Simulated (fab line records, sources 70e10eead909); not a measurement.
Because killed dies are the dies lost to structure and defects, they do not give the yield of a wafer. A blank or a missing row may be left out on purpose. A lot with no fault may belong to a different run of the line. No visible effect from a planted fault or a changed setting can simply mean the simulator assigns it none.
Which tool did it? ; flow nand harc ; 36 wafers from 12 lots sampled at 3 of the route's 1159 steps

WHAT THE GAUGES SHOWED, per wafer
NHARC_A_BONDPAD_OVL_MEAS_35.
lot;measured;on;overlay x nm (nm)
L076;day 18 03:34;overlay-01;3 3 4
L074;day 18 09:55;overlay-02;8 8 8
L079;day 18 19:38;overlay-01;3 3 3
L081;day 19 13:47;overlay-02;2 2 3
L083;day 20 00:14;overlay-01;6 7 6
L086;day 20 18:45;overlay-02;1 1 1
L085;day 21 04:20;overlay-01;-7 -7 -7
L089;day 21 23:13;overlay-02;-2 -1 -1
L090;day 22 07:57;overlay-02;6 6 6
L096;day 22 18:44;overlay-01;0 0 -1
L095;day 23 02:58;overlay-02;-3 -4 -4
L097;day 23 15:17;overlay-01;-1 -1 -1

TOOL THAT RAN EACH LOT (tool first, then ch and the chambers of the sampled wafers, then the start)
lot;NHARC_A_M1_ETCH_35;NHARC_A_M1_PVD_21
L076;rie diel-11 ch 1,3, day 17 22:37;pvd sputter-01, day 18 03:34 or earlier
L074;rie diel-09 ch 0,1,2, day 18 05:25;pvd sputter-03, day 18 09:55 or earlier
L079;rie diel-11 ch 0,1, day 18 14:59;pvd sputter-02, day 18 19:38 or earlier
L081;rie diel-13 ch 0,1, day 19 09:07;pvd sputter-02, day 19 13:47 or earlier
L083;rie diel-09 ch 1,2,3, day 19 19:46;pvd sputter-03, day 20 00:14 or earlier
L086;rie diel-11 ch 0,1,2, day 20 13:58;pvd sputter-03, day 20 18:45 or earlier
L085;rie diel-09 ch 1,2,3, day 20 23:26;pvd sputter-02, day 21 04:20 or earlier
L089;rie diel-13 ch 0,1, day 21 18:14;pvd sputter-02, day 21 23:13 or earlier
L090;rie diel-13 ch 0,1,3, day 22 03:18;pvd sputter-01, day 22 07:57 or earlier
L096;rie diel-11 ch 0,2,3, day 22 14:13;pvd sputter-03, day 22 18:44 or earlier
L095;rie diel-11 ch 0,2,3, day 22 22:34;pvd sputter-02, day 23 02:58 or earlier
L097;rie diel-11 ch 0,2,3, day 23 10:31;pvd sputter-02, day 23 15:17 or earlier
- NHARC_A_M1_ETCH_35: etches the open film in N2/H2, target depth 40 nm, overetch 12 nm, time 43.94 s.
- NHARC_A_M1_PVD_21: deposits Cu, target thk 30 nm, time 20.49 s.

THE ANSWER, worked out from the rows above alone
Rule: usual is defined by the lots themselves. Put in order of their means at a reading, lots are off if they are a third of the lots or fewer, leave a main group of 4 or more, and stand apart from it by a gap of 3 or more times the standard deviation of the main group's means; of several such gaps the widest counts. If all means in a main group match to the digits the tables above print for the reading, that group is not used. A lot without any number at a reading at which 4 lots or more have one is off too. Any other lot the step has rows for is counted as sound.
No lot is off on any of the readings shown, so nothing can be concluded from this.

WHAT THE SIMULATOR HAD INSERTED
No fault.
